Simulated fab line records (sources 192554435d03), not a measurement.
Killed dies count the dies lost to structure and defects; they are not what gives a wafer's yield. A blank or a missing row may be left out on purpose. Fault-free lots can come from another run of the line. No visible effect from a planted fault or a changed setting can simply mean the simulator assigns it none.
Split-lot trial + flow n5-finfet + 7 lots, 39 wafers read, on a route of 1938 steps

== SPLIT DETAILS ==
At N5_PMOS_HMC_CHANNEL_EPI_ETCH_38 (etches SiO2 in CF4, target depth 1.5 nm), the setting target-depth-a was moved away from the recipe's 15 angstrom on 15 of the 39 wafers read, by -54.7% to +56.3%. For the rest of the wafers, this setting stayed at what the recipe calls for.

The split's own step is where the reading is taken.

== THE READING ==
etch.depth-nm (the simulator's own value, which no gauge read), in nm, at N5_PMOS_HMC_CHANNEL_EPI_ETCH_38 (etches SiO2 in CF4, target depth 1.5 nm). No usual value for it is given in the file. The 24 wafers here that ran the recipe average 1.5074 nm, standard deviation 0.035 nm.

| wafer  | tool, chamber at the split | target-depth-a as run, angstrom | against the recipe | etch.depth-nm, nm | against lot-mates on the recipe |
|--------|----------------------------|---------------------------------|--------------------|-------------------|---------------------------------|
| L078.1 | rie-si-02, 1               | 15                              | recipe             | 1.523             | -                               |
| L078.2 | rie-si-02, 0               | 15                              | recipe             | 1.455             | -                               |
| L078.3 | rie-si-02, 2               | 15                              | recipe             | 1.578             | -                               |
| L082.1 | rie-si-06, 3               | 12.68                           | -15.5%             | 1.261             | -0.2293                         |
| L082.2 | rie-si-06, 0               | 15                              | recipe             | 1.524             | -                               |
| L082.3 | rie-si-06, 2               | 15                              | recipe             | 1.472             | -                               |
| L082.4 | rie-si-06, 1               | 15                              | recipe             | 1.475             | -                               |
| L082.5 | rie-si-06, 0               | 12.68                           | -15.5%             | 1.298             | -0.1923                         |
| L082.6 | rie-si-06, 1               | 12.68                           | -15.5%             | 1.265             | -0.2253                         |
| L083.1 | rie-si-02, 1               | 15                              | recipe             | 1.513             | -                               |
| L083.2 | rie-si-02, 2               | 15                              | recipe             | 1.569             | -                               |
| L083.3 | rie-si-02, 0               | 15                              | recipe             | 1.477             | -                               |
| L083.4 | rie-si-02, 2               | 15                              | recipe             | 1.57              | -                               |
| L083.5 | rie-si-02, 0               | 15                              | recipe             | 1.479             | -                               |
| L083.6 | rie-si-02, 1               | 15                              | recipe             | 1.514             | -                               |
| L085.1 | rie-si-06, 2               | 23.44                           | +56.3%             | 2.294             | +0.7847                         |
| L085.2 | rie-si-06, 3               | 15                              | recipe             | 1.51              | -                               |
| L085.6 | rie-si-06, 3               | 15                              | recipe             | 1.51              | -                               |
| L085.3 | rie-si-06, 1               | 15                              | recipe             | 1.508             | -                               |
| L085.4 | rie-si-06, 0               | 23.44                           | +56.3%             | 2.422             | +0.9127                         |
| L085.5 | rie-si-06, 0               | 23.44                           | +56.3%             | 2.426             | +0.9167                         |
| L090.1 | rie-si-05, 3,0             | 15                              | recipe             | 1.5               | -                               |
| L090.3 | rie-si-05, 3,0             | 15                              | recipe             | 1.5               | -                               |
| L090.2 | rie-si-05, 1               | 19.47                           | +29.8%             | 1.93              | +0.4220                         |
| L090.4 | rie-si-05, 2               | 15                              | recipe             | 1.524             | -                               |
| L090.5 | rie-si-05, 3               | 19.47                           | +29.8%             | 1.936             | +0.4280                         |
| L090.6 | rie-si-05, 0               | 19.47                           | +29.8%             | 1.929             | +0.4210                         |
| L091.1 | rie-si-05, 3               | 12.68                           | -15.5%             | 1.269             | -0.2410                         |
| L091.2 | rie-si-05, 1               | 15                              | recipe             | 1.487             | -                               |
| L091.3 | rie-si-05, 2               | 15                              | recipe             | 1.54              | -                               |
| L091.4 | rie-si-05, 0,1             | 12.68                           | -15.5%             | 1.267             | -0.2430                         |
| L091.6 | rie-si-05, 0,1             | 12.68                           | -15.5%             | 1.267             | -0.2430                         |
| L091.5 | rie-si-05, 0               | 15                              | recipe             | 1.503             | -                               |
| L093.1 | rie-si-06, 1               | 15                              | recipe             | 1.468             | -                               |
| L093.2 | rie-si-06, 3               | 6.788                           | -54.7%             | 0.6774            | -0.8046                         |
| L093.3 | rie-si-06, 2               | 15                              | recipe             | 1.439             | -                               |
| L093.4 | rie-si-06, 0               | 15                              | recipe             | 1.539             | -                               |
| L093.5 | rie-si-06, 3               | 6.788                           | -54.7%             | 0.6814            | -0.8006                         |
| L093.6 | rie-si-06, 0               | 6.788                           | -54.7%             | 0.6958            | -0.7862                         |
Rows listing several chambers each stand for several wafers; the file does not say which wafer went through which chamber.

THE FIT
A straight line over all 39 wafers: etch.depth-nm changes by +0.0152 nm for each +1% of target-depth-a; r = +1.00; the points scatter about the line by 0.035 nm.
The same after taking each lot's own level away (the mean of its wafers on the recipe; 39 wafers): +0.0149 nm for each +1%; r = +1.00; scatter 0.034 nm.
That fit puts the effect of the largest move of target-depth-a on the reading at 0.84 nm.
The lots' own levels span 1.48200 to 1.52033 nm, that is 1.1 times the standard deviation above.
The two slopes are in agreement: the lot-to-lot level therefore moves the slope only a little.
Check: for one of the wafers moved furthest among these (+56.3%), held out of the fit, the line's prediction against its lot-mates is +0.854 nm. Against them it came out at +0.785 nm.

== OTHER SPLITS ON THESE WAFERS ==
Note: prior to the reading, these wafers also went through further splits. Each is held against what the fit with the lots' levels taken away leaves over:
| other split on the same wafers          | wafers away from the commonest value | r with etch.depth-nm (lot level and that fit taken away) |
|-----------------------------------------|--------------------------------------|----------------------------------------------------------|
| N5_ZERO_LAYER_DEVELOP_10 develop-time-s | 12                                   | -0.10                                                    |

== FILE'S OWN FIT ==
etch.depth-nm changes by +0.0149 nm for each +1% of target-depth-a, r = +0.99.
